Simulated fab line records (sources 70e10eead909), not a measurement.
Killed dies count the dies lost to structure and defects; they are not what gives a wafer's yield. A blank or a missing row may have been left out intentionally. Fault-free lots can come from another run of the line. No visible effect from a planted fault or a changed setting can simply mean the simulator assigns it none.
Check of tool commonality -- flow nand harc -- Sampled: 5 lots, 15 wafers

THE REASON FOR OPENING IT
On 3 of the 5 lots, a flag is raised at NHARC_END_SORT_01 on the reading killed at array. No-fault wafers: 56, standard deviation 18.
Rule: a lot gets a flag if all its wafers with a number sit over 4 standard deviations from that mean, or if no wafer of it has a number. As for the other lots, they are considered sound.

lot,measured,on,"killed at array, wafer by wafer",flag
L776,day 25 16:57,prober-01,60 54 54,
L778,day 26 00:58,prober-02,71 58 67,
L791,day 30 20:00,prober-02,674 670 671,FLAGGED
L790,day 31 01:46,prober-01,669 672 669,FLAGGED
L788,day 31 09:17,prober-02,672 673 671,FLAGGED
The mean of the flagged lots' numbers is 671, +615 from the usual (+34 standard deviations).

WHICH TOOL RAN EACH LOT
4 process steps preceding the reading are held in the record, out of 1302 steps in the route. In each cell: the tool, then ch and the chambers that the sampled wafers went through, then the start.
lot,flag,NHARC_A_CONTACT_ETCH_111,NHARC_A_CONTACT_ETCH_113,NHARC_A_CONTACT_ETCH_116,NHARC_A_CONTACT_ETCH_117
L776,,"har cap etch-01 ch 0,1, day 22 20:28","har cap etch-01 ch 0,1, day 22 20:50","har cap etch-01 ch 0,1, day 22 21:20","har cap etch-01 ch 0,1, day 22 21:31"
L778,,"har cap etch-03 ch 0,1, day 23 00:28","har cap etch-03 ch 0,1, day 23 00:50","har cap etch-03 ch 0,1, day 23 01:20","har cap etch-03 ch 0,1, day 23 01:31"
L791,FLAGGED,"har cap etch-02 ch 0,1, day 27 21:03","har cap etch-02 ch 0,1, day 27 21:25","har cap etch-02 ch 0,1, day 27 21:56","har cap etch-02 ch 0,1, day 27 22:06"
L790,FLAGGED,"har cap etch-03 ch 0,1, day 27 22:26","har cap etch-03 ch 0,1, day 27 22:49","har cap etch-03 ch 0,1, day 27 23:20","har cap etch-03 ch 0,1, day 27 23:30"
L788,FLAGGED,"har cap etch-01 ch 0,1, day 27 23:52","har cap etch-01 ch 0,1, day 28 00:14","har cap etch-01 ch 0,1, day 28 00:45","har cap etch-01 ch 0,1, day 28 00:55"
What these steps do:
- NHARC_A_CONTACT_ETCH_111: etches the open film in C4F8/O2/Ar, time 140 s, target depth 700 nm.
- NHARC_A_CONTACT_ETCH_113: etches the open film in C4F8/O2/Ar, time 190 s, target depth 1850 nm.
- NHARC_A_CONTACT_ETCH_116: etches the open film in C4F8/O2/Ar, time 190 s, target depth 1850 nm.
- NHARC_A_CONTACT_ETCH_117: etches the open film in C4F8/O2/Ar, time 190 s, target depth 1850 nm.
- NHARC_END_SORT_01

FLAGGED AGAINST TOTAL, ONE TOOL AT A TIME (gauges that did the reading follow at the end)
step,tool,lots run,flagged,share of the flagged lots,sound lots run after its first flagged lot
NHARC_A_CONTACT_ETCH_111,har cap etch-01,2,1,some,0
NHARC_A_CONTACT_ETCH_111,har cap etch-02,1,1,some,0
NHARC_A_CONTACT_ETCH_111,har cap etch-03,2,1,some,0
NHARC_A_CONTACT_ETCH_113,har cap etch-01,2,1,some,0
NHARC_A_CONTACT_ETCH_113,har cap etch-02,1,1,some,0
NHARC_A_CONTACT_ETCH_113,har cap etch-03,2,1,some,0
NHARC_A_CONTACT_ETCH_116,har cap etch-01,2,1,some,0
NHARC_A_CONTACT_ETCH_116,har cap etch-02,1,1,some,0
NHARC_A_CONTACT_ETCH_116,har cap etch-03,2,1,some,0
NHARC_A_CONTACT_ETCH_117,har cap etch-01,2,1,some,0
NHARC_A_CONTACT_ETCH_117,har cap etch-02,1,1,some,0
NHARC_A_CONTACT_ETCH_117,har cap etch-03,2,1,some,0
NHARC_END_SORT_01,prober-01,2,1,some,0
NHARC_END_SORT_01,prober-02,3,2,some,0

WHAT IS ALLOWED BY THE TABLE
No row of the table ran every flagged lot.

WHAT WAS PUT IN BY THE SIMULATOR
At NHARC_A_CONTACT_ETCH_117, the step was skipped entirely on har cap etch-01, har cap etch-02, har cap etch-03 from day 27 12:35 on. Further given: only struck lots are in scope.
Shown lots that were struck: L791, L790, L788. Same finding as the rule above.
